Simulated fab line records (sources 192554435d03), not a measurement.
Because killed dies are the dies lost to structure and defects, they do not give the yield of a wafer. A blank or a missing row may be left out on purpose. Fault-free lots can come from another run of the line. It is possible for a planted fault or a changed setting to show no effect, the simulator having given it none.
Split-lot trial | flow n5 finfet | 7 lots, 21 wafers read, on a route of 1938 steps

## SPLIT DETAILS
At N5_BEOL_M11_COAT_60 (time 60 s, resist thk 30 nm), the setting spin rpm was moved away from the recipe's 1500 rpm on 7 of the 21 wafers read, by -11.1% to +4.9%. This setting was run at the recipe's value on the other wafers.

## FROM THE SPLIT TO THE READING: what the file shows between them, 4 steps
- N5_BEOL_M11_COAT_05: resist thk 90 nm
- N5_BEOL_M11_EBR_07
- N5_BEOL_M11_DESCUM_16: chemistry O2, time 7.9 s
- N5_BEOL_M11_ETCH_61: etches SiARC in CF4, target depth 39 nm, time 65 s

## THE READING
SiARC_of_BEOL_M11_COAT_60.thk nm (the simulator's own value, which no gauge read), in nm, at N5_BEOL_M11_ETCH_62 (etches SOC in N2/H2, target depth 110 nm, overetch 22 nm, time 165 s). The file does not state a usual value for it. The 14 wafers here that ran the recipe average 23.3 nm, standard deviation 0.21 nm.

wafer  | tool, chamber at the split | spin rpm as run, rpm | against the recipe | SiARC_of_BEOL_M11_COAT_60.thk nm, nm | against lot-mates on the recipe
L076.1 | litho track-04, 0          | 1574                 | +4.9%              | 22.6                                 | -0.5
L076.2 | litho track-04, 0          | 1500                 | recipe             | 23                                   | -
L076.4 | litho track-04, 0          | 1500                 | recipe             | 23.2                                 | -
L079.1 | litho track-03, 0          | 1500                 | recipe             | 23.8                                 | -
L079.3 | litho track-03, 0          | 1333                 | -11.1%             | 25.6                                 | +1.8
L079.6 | litho track-03, 0          | 1333                 | -11.1%             | 25.6                                 | +1.8
L083.3 | litho track-04, 0          | 1341                 | -10.6%             | 24.8                                 | +1.4
L083.5 | litho track-04, 0          | 1500                 | recipe             | 23.6                                 | -
L083.6 | litho track-04, 0          | 1500                 | recipe             | 23.2                                 | -
L088.2 | litho track-04, 0          | 1500                 | recipe             | 23.2                                 | -
L088.3 | litho track-04, 0          | 1500                 | recipe             | 23.4                                 | -
L088.4 | litho track-04, 0          | 1500                 | recipe             | 23                                   | -
L091.1 | litho track-04, 0          | 1500                 | recipe             | 23.4                                 | -
L091.4 | litho track-04, 0          | 1341                 | -10.6%             | 25.2                                 | +1.8
L091.5 | litho track-04, 0          | 1500                 | recipe             | 23.4                                 | -
L096.3 | litho track-04, 0          | 1334                 | -11.1%             | 25.2                                 | +1.8
L096.5 | litho track-04, 0          | 1500                 | recipe             | 23.4                                 | -
L096.6 | litho track-04, 0          | 1334                 | -11.1%             | 25.2                                 | +1.8
L097.2 | litho track-02, 0          | 1500                 | recipe             | 23.4                                 | -
L097.4 | litho track-02, 0          | 1500                 | recipe             | 23.2                                 | -
L097.5 | litho track-02, 0          | 1500                 | recipe             | 23.2                                 | -

THE FIT
A straight line over all 21 wafers: SiARC_of_BEOL_M11_COAT_60.thk nm changes by -0.177 nm for each +1% of spin rpm; r = -0.97; the points scatter about the line by 0.23 nm.
The same after taking each lot's own level away (the mean of its wafers on the recipe; 21 wafers): -0.155 nm for each +1%; r = -0.99; scatter 0.14 nm.
According to that fit, moving spin rpm by its largest amount changes the reading by 1.7 nm.
From 23.10 to 23.80 nm: that is the span of the lots' own levels, equal to 3.3 times the standard deviation above.
So the lot-to-lot level changes the slope: the two fits differ.
Check: +1.74 nm against its lot-mates is what the line predicts for one of the wafers moved furthest among these (-11.1%) when that wafer is left out of the fit. Against them it came out at +1.8 nm.

## OTHER SPLITS ON THESE WAFERS
Note: prior to the reading, these wafers also went through further splits. Each is held against what the fit with the lots' levels taken away leaves over:
other split on the same wafers | wafers away from the commonest value | r with SiARC_of_BEOL_M11_COAT_60.thk nm (lot level and that fit taken away)
N5_BEOL_M8_ETCH_62 time s      | 8                                    | -0.22
N5_BEOL_M9_ETCH_62 time s      | 5                                    | +0.19
N5_BEOL_M9_COAT_22 spin rpm    | 8                                    | -0.08
N5_BEOL_M11_COAT_59 spin rpm   | 5                                    | +0.12

## THE WHOLE CHAIN: every reading that the file lists as answering this split, in the file's order
step                | what it does                                                         | reading                                                                             | change (the file's fit)               | r (the file's)
N5_BEOL_M11_COAT_60 | time 60 s, resist thk 30 nm                                          | SiARC_of_BEOL_M11_COAT_60.thk nm (the simulator's own value, which no gauge read)   | -0.166 nm for each +1% of the setting | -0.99
N5_BEOL_M11_ETCH_61 | etches SiARC in CF4, target depth 39 nm, time 65 s                   | etch.depth nm (the simulator's own value, which no gauge read)                      | -0.169 nm for each +1% of the setting | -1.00
N5_BEOL_M11_ETCH_61 | etches SiARC in CF4, target depth 39 nm, time 65 s                   | CAR-ArF_of_BEOL_M11_COAT_05.thk nm (the simulator's own value, which no gauge read) | +0.156 nm for each +1% of the setting | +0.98
N5_BEOL_M11_ETCH_62 | etches SOC in N2/H2, target depth 110 nm, overetch 22 nm, time 165 s | SiARC_of_BEOL_M11_COAT_60.thk nm (the simulator's own value, which no gauge read)   | -0.154 nm for each +1% of the setting | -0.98

## FILE'S OWN FIT
SiARC_of_BEOL_M11_COAT_60.thk nm changes by -0.154 nm for each +1% of spin rpm, r = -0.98.
